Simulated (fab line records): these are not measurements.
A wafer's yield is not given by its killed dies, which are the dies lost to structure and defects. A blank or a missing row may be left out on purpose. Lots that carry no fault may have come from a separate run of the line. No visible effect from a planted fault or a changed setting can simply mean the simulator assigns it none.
Chamber matching	flow nandHarc	NHARC_THIN_TSV_CMP_01 on cmp-03 has 4 sister chambers
The step polishes. 8 wafers are shown with their chamber, then 7 later ones without.

== WAFERS, EACH WITH ITS CHAMBER ==
wafer	chamber	motorCurrentA (A)
L532.2	3	12.2
L542.5	3	13.1
L542.6	0	11.5
L544.4	2	10.6
L544.5	1	10.9
L544.6	0	12.4
L549.1	2	10.8
L549.2	1	10.7

== WAFERS MISSING THEIR CHAMBER ==
wafer	motorCurrentA (A)
L549.3	12.6
L548.1	11.1
L548.2	10.5
L548.3	12.0
L553.2	11.0
L553.3	13.1
L553.6	10.3

== CHAMBER TAKEN BY EACH ==
wafer	from the rows above	in truth
L549.3	can't be placed: 3 or 0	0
L548.1	can't be placed: 1 or 2 or 0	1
L548.2	can't be placed: 2 or 1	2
L548.3	can't be placed: 0 or 3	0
L553.2	can't be placed: 1 or 2 or 0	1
L553.3	can't be placed: 3 or 0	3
L553.6	can't be placed: 2 or 1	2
Correct placement for 0 of the 7. Can't be placed from these rows: 7 (the true chamber is among the candidates in 7). 0 placed wrongly.
How it was worked out, from the rows above alone: a wafer's distance from a chamber is the root of the sum, over the readings, of the square of ((its reading less the chamber's mean) divided by the reading's scatter). If the next closest chamber is less than 2 further off than the closest, the wafer can't be placed; otherwise it belongs to the closest. Each chamber's mean is taken over the wafers shown for it. The scatter: the root of (the sum of the squares of (reading less its chamber's mean) over the shown wafers, divided by (wafers less chambers)).
